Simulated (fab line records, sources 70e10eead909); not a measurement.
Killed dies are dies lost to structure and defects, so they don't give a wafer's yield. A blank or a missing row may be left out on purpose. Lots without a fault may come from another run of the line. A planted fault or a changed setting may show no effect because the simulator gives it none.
Chamber matching | flow nand_harc | NHARC_A_CONTACT_CMP_20 on cmp-02: 4 sister chambers
The step polishes, t overpolish 30 s, target thk 300 nm. 4 wafers are shown with their chamber, then 8 later ones without.

WAFERS WITH THEIR CHAMBER
wafer  | chamber | motor_current_A (A)
L084.4 | 2       | 11.0
L088.2 | 1       | 9.1
L088.5 | 3       | 12.9
L087.2 | 0       | 11.8

WAFERS WITHOUT THEIR CHAMBER
wafer  | motor_current_A (A)
L087.5 | 11.0
L087.6 | 9.6
L090.1 | 12.4
L090.2 | 13.4
L090.3 | 9.0
L097.2 | 13.6
L097.4 | 9.0
L097.6 | 12.0

WHICH CHAMBER EACH WENT THROUGH
wafer  | from the rows above          | in truth
L087.5 | can't be placed: 2 or 0      | 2
L087.6 | 1                            | 1
L090.1 | can't be placed: 3 or 0      | 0
L090.2 | 3                            | 3
L090.3 | 1                            | 1
L097.2 | 3                            | 3
L097.4 | 1                            | 1
L097.6 | can't be placed: 0 or 3 or 2 | 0
Placed correctly: 5 of 8. Can't be placed from these rows: 3 (the true chamber is among the candidates in 3). Placed wrongly: 0.
How it was worked out, from the rows above alone: a wafer's distance from a chamber is the root of the sum, over the readings, of the square of ((its reading less the chamber's mean) divided by the reading's scatter). The wafer belongs to the nearest chamber; if the next one is less than 2 further off, it can't be placed. A chamber's mean is the mean of its shown wafers. The scatter: with one shown wafer a chamber, the root of the mean of the squares of how far each hidden wafer lies from its nearest shown one.
